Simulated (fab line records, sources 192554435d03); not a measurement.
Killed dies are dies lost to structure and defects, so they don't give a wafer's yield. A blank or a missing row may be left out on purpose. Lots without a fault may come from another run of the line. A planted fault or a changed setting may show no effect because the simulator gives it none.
A struck lot beside a sound one | flow n5_finfet | 15 steps out of a route of 1938
Sound: wafers L928.2, L928.3, L928.6. Struck: wafer L932.2. (L932.1, L932.5 of the same lot were not struck and are left out.) The cause comes at the end.
At each step with rows: each side's tool, then ch and its chambers, then its first start. Under that, the readings that differ: sound wafers | struck wafers | difference of the means | sigmas: that difference in standard deviations of wafers without a fault.
alike: readings whose means differ by less than 2 such deviations, and words and numbers that are the same on both sides. not compared: withheld readings, readings that some wafer has no value for, bounds like >300 that may hide the same value, and numbers for which the record gives no deviation and whose values overlap.
The two part at a step that has a row with sigmas, a row that says differs or no value, or rows on one side only. Numbers that don't overlap but have no deviation are shown without sigmas and don't part them. A reading that every wafer of one side lacks parts them only if that side has two wafers or more.

first, 2 steps without rows for these wafers: N5_MOL_CONTACT_COAG_CONTACT_ETCH_14 (etches SiO2 in C4F6/O2, target depth 27.5 nm, overetch 8.5 nm, time 20 s); N5_MOL_CONTACT_COAG_STRIP_109 (strips in C4F6/O2).
N5_MOL_CONTACT_COAG_ETCH_15: etches SiNx in CH3F/O2, stops on Si:P, target depth 7 nm.
  sound on rie_diel-06 ch 0,2, day 5 01:29; struck on rie_diel-03 ch 0, day 5 23:23
  reading                     | sound       | struck | difference | sigmas
  drypump_motor_current_A (A) | 6.2 5.9 6.2 | 4.9    | -1.2       | -2
  alike: bias_w, oes_f_703_au, oes_product_au, rf_vpp_V, showerhead_plenum_p_Torr, throttle_valve_pct
  not compared: rf_hours_counter_h
then, 2 steps without rows for these wafers: N5_MOL_CONTACT_COAG_ETCH_110 (etches Si in CF4/O2, target depth 2.5 nm, time 8 s); N5_MOL_CONTACT_COAG_STRIP_98 (strips in N2/H2).
N5_MOL_CONTACT_COAG_CD_MEAS_99: target cd 17.2 nm.
  sound on cd_sem-02, day 5 01:40; struck on cd_sem-02, day 5 23:34
  alike: cd_nm
then, 2 steps without rows for these wafers: N5_MOL_CONTACT_COAG_IMPLANT_129; N5_MOL_CONTACT_COAG_PRECLEAN_111 (cleans in NF3:NH3, afs cycles 1, time 20 s, sublimation time 60 s).
N5_MOL_CONTACT_COAG_TI_SIL_19: material Ti, target thk 4.2 nm, time 15 s.
  sound on pvd_sputter-01, day 5 03:47; struck on pvd_sputter-01, day 6 00:19
  alike: susceptor_temp_C, throttle_valve_pct
N5_MOL_CONTACT_COAG_ALD_20: deposits TiN, target thk 1.5 nm, pulse time 1 s, purge time 3 s.
  sound on ald_metal-03 ch 1,2, day 5 03:54; struck on ald_metal-03 ch 2, day 6 00:27
  reading                    | sound             | struck | difference | sigmas
  precursor_pulse_height_rel | 0.971 0.969 0.986 | 1.032  | +0.057     | +3
  alike: heater_power_w, susceptor_temp_C
N5_MOL_CONTACT_COAG_SIL_ANNEAL_21: time 60 s.
  sound on rtp_anneal-02 ch 0, day 5 04:19; struck on rtp_anneal-02 ch 0, day 6 00:49
  reading          | sound             | struck | difference | sigmas
  wafer_temp_C_max | 551.9 551.9 553.0 | 551.2  | -1.1       | -2
  alike: lamp_power_pct, lamp_zone_1_pct, lamp_zone_7_pct
N5_MOL_CONTACT_COAG_PRE_CLEAN_141: time 60 s.
  sound on pvd_sputter-02, day 5 04:32; struck on pvd_sputter-03, day 6 02:10
  alike: heater_power_w, susceptor_temp_C
N5_MOL_CONTACT_COAG_SPUTTER_143: material Co, target thk 2.5 nm.
  sound on pvd_sputter-02, day 5 04:35; struck on pvd_sputter-03, day 6 02:14
  reading                                              | sound       | struck | difference | sigmas
  model.Co_of_MOL_CONTACT_COAG_SPUTTER_143.thk_nm (nm) | 2.4 2.4 2.4 | 3.2    | +0.8       |
  alike: susceptor_temp_C, throttle_valve_pct
then, 1 step without rows for these wafers: N5_MOL_CONTACT_COAG_CO_FILL_22 (material Co, precursor CCTBA/H2, target thk 20 nm).
-- the record jumps here: 5 days lie between the struck wafers' starts before and after (it left off in module MOL_CONTACT_COAG and takes up again in module BEOL_M4, whose first step shown is number 1111 of the route) --
N5_BEOL_M4_RC_MEAS_101:
  sound on prober-01 ch 0, day 10 11:33; struck on prober-02 ch 0, day 10 16:11
  alike: DIBL_N, DIBL_P, IOFF_N, IOFF_P, ION_N, ION_P, SS_N, SS_P, VT_N, VT_P

WHERE THEY PART
First at N5_MOL_CONTACT_COAG_ETCH_15; last, within this record, at N5_MOL_CONTACT_COAG_SIL_ANNEAL_21. Later steps at which nothing parts them and some readings are alike: N5_MOL_CONTACT_COAG_PRE_CLEAN_141, N5_MOL_CONTACT_COAG_SPUTTER_143, N5_BEOL_M4_RC_MEAS_101.

WHY: what the simulator had put in
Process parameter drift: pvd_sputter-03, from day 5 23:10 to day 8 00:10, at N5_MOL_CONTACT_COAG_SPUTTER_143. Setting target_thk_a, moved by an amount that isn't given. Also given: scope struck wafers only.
